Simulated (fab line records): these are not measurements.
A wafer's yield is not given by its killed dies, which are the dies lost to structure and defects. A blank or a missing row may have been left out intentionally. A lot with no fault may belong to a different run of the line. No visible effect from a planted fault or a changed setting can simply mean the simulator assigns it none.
Comparing a struck lot with a sound one    flow nand harc    15 steps out of a route of 1159
Sound: wafers L669.2, L669.3, L669.4. Struck: wafer L675.2. (L675.4, L675.5 of the same lot were not struck and are left out.) The cause comes at the end.
Order at every step that has rows: each side's tool, ch and its chambers, its first start. Under that, the readings that differ: sound wafers    struck wafers    difference of the means    sigmas: that difference in standard deviations of wafers without a fault.
alike: a reading whose means differ by less than 2 such deviations, as well as words and numbers matching on both sides. not compared: withheld readings; readings where some wafer has no value; bounds like >300 that might hide an equal value; numbers whose values overlap and for which the record gives no deviation.
The two part at a step that has a row with sigmas, a row that says differs or no value, or rows on one side only. When numbers do not overlap yet have no deviation, they are printed without sigmas and do not part them. A reading missing from all wafers of one side parts the sides only when that side holds two or more wafers.

first, 8 steps without rows for these wafers: NHARC_A_SGD_CUT_COAT_56 (time 75 s); NHARC_A_SGD_CUT_COAT_57 (time 65 s); NHARC_A_SGD_CUT_COAT_03 (resist thk 90 nm); NHARC_A_SGD_CUT_SOFTBAKE_04 (time 55 s); NHARC_A_SGD_CUT_EBR_05; NHARC_A_SGD_CUT_EXPOSE_06 (exposes mask SGD); NHARC_A_SGD_CUT_PEB_07 (peb time 65 s); NHARC_A_SGD_CUT_DEVELOP_08 (develop time 35 s).
NHARC_A_SGD_CUT_CD_MEAS_09: target cd 100 nm.
  sound on cd sem-02 ch 0, day 16 10:34; struck on cd sem-03 ch 0, day 18 02:07
  alike: cd nm
NHARC_A_SGD_CUT_OVL_MEAS_10:
  sound on overlay-01 at day 16 10:39; struck on overlay-01 at day 18 02:11
reading            sound        struck  difference  sigmas
overlay x nm (nm)  1.0 0.8 1.1  -0.6    -1.6        -2
  alike: overlay y nm
NHARC_A_SGD_CUT_INSPECT_11:
  sound on defect inspect-02 at day 16 10:41; struck on defect inspect-01 at day 18 02:14
  alike: raw defect count
NHARC_A_SGD_CUT_DESCUM_14: chemistry O2, time 3 s.
  sound on rie diel-05 ch 0,2,3, day 16 10:46; struck on rie diel-05 ch 1, day 18 02:17
reading                         sound              struck  difference  sigmas
chamber pressure mTorr (mTorr)  60.01 59.97 60.16  60.18   +0.13       +2
rf hours counter h (h)          1 1 1              4       +3          
  alike: drypump motor current A, mfc ar sccm, o2 flow sccm, oes product au, rf vpp V, showerhead plenum p Torr, throttle valve pct
NHARC_A_SGD_CUT_ETCH_58: etches the open film in CF4, target depth 39 nm, time 65 s.
  sound on rie diel-05 ch 1,2,3, day 16 10:50; struck on rie diel-05 ch 2, day 18 02:23
reading                         sound              struck  difference  sigmas
chamber pressure mTorr (mTorr)  50.02 50.06 50.11  49.97   -0.09       -2
oes product au (a.u.)           0.998 0.990 0.986  0.805   -0.186      -16
rf hours counter h (h)          1 1 1              5       +4          
  alike: drypump motor current A, mfc ar sccm, rf vpp V, showerhead plenum p Torr, throttle valve pct
NHARC_A_SGD_CUT_ETCH_59: etches the open film in N2/H2, target depth 260 nm, time 406.25 s.
  sound on rie diel-05 ch 0,1,3; struck on rie diel-05 ch 1
reading                 sound              struck  difference  sigmas
h2 flow sccm (sccm)     149.9 149.3 150.1  150.8   +1.0        +2
rf hours counter h (h)  1 1 1              5       +4          
  alike: chamber pressure mTorr, drypump motor current A, mfc ar sccm, oes product au, rf vpp V, showerhead plenum p Torr, throttle valve pct
-- record jumps: 6 days between struck wafers' starts before vs after; left off in module A_SGD_CUT, resumes in module END, first step shown is number 1159 of the route --
NHARC_END_SORT_01:
  only the struck wafers appear in the record here, on prober-01 ch 0 at day 23 15:17; the sound ones have no rows

== WHERE THEY PART ==
First at NHARC_A_SGD_CUT_OVL_MEAS_10; last, within this record, at NHARC_END_SORT_01.

WHY: the cause the simulator had injected
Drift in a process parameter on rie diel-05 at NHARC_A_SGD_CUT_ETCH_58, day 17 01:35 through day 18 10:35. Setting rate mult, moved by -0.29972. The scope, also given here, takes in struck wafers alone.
